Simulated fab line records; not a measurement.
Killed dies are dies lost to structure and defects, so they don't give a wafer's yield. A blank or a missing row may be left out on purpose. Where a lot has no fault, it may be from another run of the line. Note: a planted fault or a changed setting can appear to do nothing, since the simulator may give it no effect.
Which tool is to blame? ; flow nandHarc ; 13 lots with 37 wafers sampled at 6 steps, on a route of 1302 steps

## WHAT EACH GAUGE READ, for each wafer
NHARC_A_BONDPAD_OVL_MEAS_35. Usual: overlayXNm 3 nm, standard deviation 5.8; overlayYNm 0 nm, standard deviation 6.3.
lot;measured;on;overlayXNm (nm);overlayYNm (nm);flag
L866;day 24 11:41;overlay-01;2 2 2;5 4 5;
L873;day 27 02:07;overlay-02;2 2 2;-9 -8 -9;
L874;day 27 09:40;overlay-02;6;0;
L875;day 27 21:02;overlay-02;0 1 1;-4 -4 -3;
L876;day 28 10:21;overlay-02;2 1 2;4 4 4;
L880;day 30 00:27;overlay-02;17 16 16;13 13 13;
L879;day 30 01:29;overlay-02;-7 -6 -7;-1 -1 -1;
L881;day 30 04:21;overlay-02;4 4 4;-7 -6 -6;
L882;day 30 18:02;overlay-01;-2 -2 -2;-3 -2 -2;
L883;day 31 02:31;overlay-02;-2 -2 -2;-4 -4 -4;
L884;day 31 23:35;overlay-02;-6 -6 -6;-9 -8 -8;
L885;day 32 02:19;overlay-02;0 0 0;6 6 6;
L886;day 33 00:20;overlay-01;-5 -5 -5;5 5 5;

NHARC_A_BONDPAD_THK_MEAS_20: measures by xrf. Usual: thkNm reads 170.0 nm (standard deviation 1.6).
lot;measured;on;thkNm (nm);flag
L866;day 24 14:10;filmMetro-01;168.0 171.1 172.6;
L873;day 27 04:34;filmMetro-02;168.5 120.2 121.9 169.2 121.4 120.8;OFF
L874;day 27 12:07;filmMetro-02;120.9 121.9;OFF
L875;day 27 23:31;filmMetro-01;171.1 168.9 169.3;
L876;day 28 12:50;filmMetro-02;171.6 171.5 171.8;
L880;day 30 02:55;filmMetro-01;173.9 169.9 171.2;
L879;day 30 03:58;filmMetro-01;172.9 171.0 172.5;
L881;day 30 06:51;filmMetro-01;169.0 170.7 167.7;
L882;day 30 20:38;filmMetro-02;171.8 170.4 171.8;
L883;day 31 04:58;filmMetro-01;167.4 169.6 171.8;
L884;day 32 02:33;filmMetro-02;168.6 169.7 169.8;
L885;day 32 04:46;filmMetro-02;170.7 169.8 170.1;
L886;day 33 02:52;filmMetro-02;170.4 169.5 172.0;

NHARC_END_SORT_01. Usual: defectLimitedYield 91.2 %, standard deviation 2.6; killedAtArray 55, standard deviation 17; killedAtOther 0.9, standard deviation 1.2; killedAtPeriphery 3.7, standard deviation 2.5; killedDies 59, standard deviation 18; killedOpen 3.4, standard deviation 1.9; killedShort 2.6, standard deviation 1.6; sort_bin_2_pct 3.1 %, standard deviation 1.2; sort_bin_3_pct 0.7 %, standard deviation 0.4; sort_bin_4_pct 4.9 %, standard deviation 1.4; sortNPass 618, standard deviation 18; sortRimYieldPct 93 %, standard deviation 3.7; sortYieldPct 91.2 %, standard deviation 2.6.
lot;measured;on;defectLimitedYield (%);killedAtArray;killedAtOther;killedAtPeriphery;killedDies;killedOpen;killedShort;sort_bin_2_pct (%);sort_bin_3_pct (%);sort_bin_4_pct (%);sortNPass;sortRimYieldPct (%);sortYieldPct (%);flag
L866;day 27 07:40;prober-01;89.8 90.1 90.7;61 57 56;2 4 4;6 6 3;69 67 63;4 3 0;0 0 2;4.4 3.5 3.2;0.7 1.3 1.2;5.0 5.0 4.9;608 610 614;91 92 98;89.8 90.1 90.7;
L873;day 28 17:29;prober-02;94.4 0 0;37 670 674;0 2 0;1 5 3;38 677 677;2 4 3;3 4 1;1.9 96.6 96.6;0.4 0.1 0.4;3.2 3.2 3.0;639 0 0;96 0 0;94.4 0 0;OFF
L874;day 29 05:13;prober-01;0;665;0;12;677;1;2;92.3;1.0;6.6;0;0;0;OFF
L875;day 29 06:59;prober-02;90.7 90.0 91.0;63 64 54;0 0 1;0 4 6;63 68 61;2 0 4;3 1 0;4.1 3.5 3.7;0.7 0.9 0.4;4.4 5.6 4.9;614 609 616;95 90 91;90.7 90.0 91.0;
L876;day 29 18:31;prober-01;90.5 89.4 91.7;60 67 55;2 3 0;2 2 1;64 72 56;1 6 2;0 4 2;2.5 4.0 2.1;1.6 0.3 1.0;5.3 6.4 5.2;613 605 621;96 91 100;90.5 89.4 91.7;
L880;day 31 12:11;prober-01;86.6 90.0 88.2;87 65 76;0 0 0;4 3 4;91 68 80;3 1 6;3 1 2;5.2 4.0 3.4;0.1 0.6 1.5;8.1 5.5 6.9;586 609 597;96 92 87;86.6 90.0 88.2;
L879;day 31 19:11;prober-01;89.8 93.6 91.3;60 38 50;2 0 1;7 5 8;69 43 59;7 6 4;1 2 4;3.1 2.2 3.2;0.9 0.6 0.4;6.2 3.5 5.0;608 634 618;92 88 92;89.8 93.6 91.3;
L881;day 31 11:29;prober-02;90.7 91.4 92.0;59 54 50;0 0 0;4 4 4;63 58 54;6 2 4;2 6 4;3.5 3.4 2.2;0.4 1.0 0.4;5.3 4.1 5.3;614 619 623;98 95 96;90.7 91.4 92.0;
L882;day 32 01:34;prober-02;86.0 89.2 87.1;89 72 82;1 0 0;5 1 5;95 73 87;5 0 5;8 4 6;4.7 3.5 3.7;1.0 1.5 1.6;8.3 5.8 7.5;582 604 590;94 87 94;86.0 89.2 87.1;
L883;day 32 08:37;prober-01;90.3 95.0 95.0;60 28 32;0 1 0;6 5 2;66 34 34;4 1 2;1 2 1;4.0 2.1 2.1;0.7 0.3 0.1;5.0 2.7 2.8;611 643 643;94 90 88;90.3 95.0 95.0;
L884;day 33 10:50;prober-02;94.4 93.6 93.9;31 40 35;2 2 4;5 1 2;38 43 41;5 4 4;2 0 3;1.3 1.3 1.8;0.3 0.4 0.4;4.0 4.6 3.8;639 634 636;93 96 87;94.4 93.6 93.9;
L885;day 33 13:16;prober-01;89.7 89.1 89.1;66 70 69;1 1 0;3 3 5;70 74 74;4 3 4;3 2 5;4.4 5.0 4.0;0.6 0.3 1.0;5.3 5.6 5.9;607 603 603;91 88 90;89.7 89.1 89.1;
L886;day 34 06:31;prober-01;95.3 94.7 92.9;30 34 47;0 1 0;2 1 1;32 36 48;3 3 2;3 3 4;1.6 1.8 2.7;0.4 0.3 0.3;2.7 3.2 4.1;645 641 629;91 91 100;95.3 94.7 92.9;

## TOOL THAT RAN EACH LOT (tool first, then ch and the chambers of the sampled wafers, then the start)
lot;NHARC_A_BONDPAD_DEGAS_25;NHARC_A_BONDPAD_PVD_17;NHARC_A_BONDPAD_ECD_18
L866;pvdSputter-03, day 24 12:45;pvdSputter-03, day 24 13:07 or earlier;ecdCu-01 ch 0,1, day 24 13:07
L873;pvdSputter-01, day 27 03:10;pvdSputter-01, day 27 03:32 or earlier;ecdCu-01 ch 0,1, day 27 03:32
L874;pvdSputter-03, day 27 10:45;pvdSputter-03, day 27 11:17 or earlier;ecdCu-01 ch 0, day 27 11:17
L875;pvdSputter-01, day 27 22:07;pvdSputter-01, day 27 22:28 or earlier;ecdCu-02 ch 0,1, day 27 22:28
L876;pvdSputter-02, day 28 11:26;pvdSputter-02, day 28 11:47 or earlier;ecdCu-02 ch 0,1, day 28 11:47
L880;pvdSputter-03, day 30 01:31;pvdSputter-03, day 30 01:52 or earlier;ecdCu-02 ch 0,1, day 30 01:52
L879;pvdSputter-01, day 30 02:32;pvdSputter-01, day 30 02:55 or earlier;ecdCu-02 ch 0,1, day 30 02:55
L881;pvdSputter-02, day 30 05:26;pvdSputter-02, day 30 05:48 or earlier;ecdCu-01 ch 0,1, day 30 05:48
L882;pvdSputter-03, day 30 19:07;pvdSputter-03, day 30 19:44 or earlier;ecdCu-02 ch 0,1, day 30 19:44
L883;pvdSputter-01, day 31 03:35;pvdSputter-01, day 31 03:59 or earlier;ecdCu-02 ch 0,1, day 31 03:59
L884;pvdSputter-03, day 32 01:09;pvdSputter-03, day 32 01:31 or earlier;ecdCu-02 ch 0,1, day 32 01:31
L885;pvdSputter-02, day 32 03:23;pvdSputter-02, day 32 03:53 or earlier;ecdCu-02 ch 0,1, day 32 03:53
L886;pvdSputter-02, day 33 01:27;pvdSputter-02, day 33 01:52 or earlier;ecdCu-01 ch 0,1, day 33 01:52
- NHARC_A_BONDPAD_DEGAS_25: time 60 s.
- NHARC_A_BONDPAD_PVD_17: deposits TaN, target thk 5 nm, time 8.06 s.
- NHARC_A_BONDPAD_ECD_18: material Cu, target thk 400 nm.

## AS READ BY THE TOOLS THEMSELVES (means over the sampled wafers that have a number; for cases with no such wafer, the mark the record gives instead)
NHARC_A_BONDPAD_DEGAS_25. Usual: heaterPowerW reads 469 W (standard deviation 40).
lot;tool;heaterPowerW (W);flag
L866;pvdSputter-03;462;
L873;pvdSputter-01;480;
L874;pvdSputter-03;494;
L875;pvdSputter-01;451;
L876;pvdSputter-02;485;
L880;pvdSputter-03;468;
L879;pvdSputter-01;492;
L881;pvdSputter-02;469;
L882;pvdSputter-03;472;
L883;pvdSputter-01;491;
L884;pvdSputter-03;477;
L885;pvdSputter-02;480;
L886;pvdSputter-02;441;

NHARC_A_BONDPAD_PVD_17. Usual: throttleValvePct reads 30.4 % (standard deviation 0.78).
lot;tool;throttleValvePct (%);flag
L866;pvdSputter-03;30.0;
L873;pvdSputter-01;30.8;
L874;pvdSputter-03;30.1;
L875;pvdSputter-01;31.0;
L876;pvdSputter-02;31.2;
L880;pvdSputter-03;30.1;
L879;pvdSputter-01;30.7;
L881;pvdSputter-02;31.2;
L882;pvdSputter-03;30.0;
L883;pvdSputter-01;30.9;
L884;pvdSputter-03;29.4;
L885;pvdSputter-02;31.2;
L886;pvdSputter-02;31.3;

## THE ANSWER, worked out from the rows above alone
Rule: take the mean of a lot's wafers that have a number; if it is more than 3 standard deviations from the usual mean, the lot is off. Also off: a lot with no number at a reading for which 4 or more lots have one. All remaining lots with rows at the step are treated as sound. First the gauges in route order, then the tools' own readings, where a lot's mean is used as printed above. At the first step where some lot is off, the reading lying furthest off is the one used; lots without a number count as furthest.
Off, at NHARC_A_BONDPAD_THK_MEAS_20 on thkNm: L873, L874.
If a tool, at a process step before that reading, ran all the lots that are off and no sound lot after the first of them, it fits. The gauges at NHARC_A_BONDPAD_THK_MEAS_20 aren't tried: what is off there is off at NHARC_END_SORT_01 too, on other tools, and a gauge's error can't cause that. Because NHARC_A_BONDPAD_PVD_17 lacks a start for some lots, the hours and order of its lots are taken from NHARC_A_BONDPAD_ECD_18. Of those tried, none fits.

## WHAT HAD BEEN PUT IN BY THE SIMULATOR
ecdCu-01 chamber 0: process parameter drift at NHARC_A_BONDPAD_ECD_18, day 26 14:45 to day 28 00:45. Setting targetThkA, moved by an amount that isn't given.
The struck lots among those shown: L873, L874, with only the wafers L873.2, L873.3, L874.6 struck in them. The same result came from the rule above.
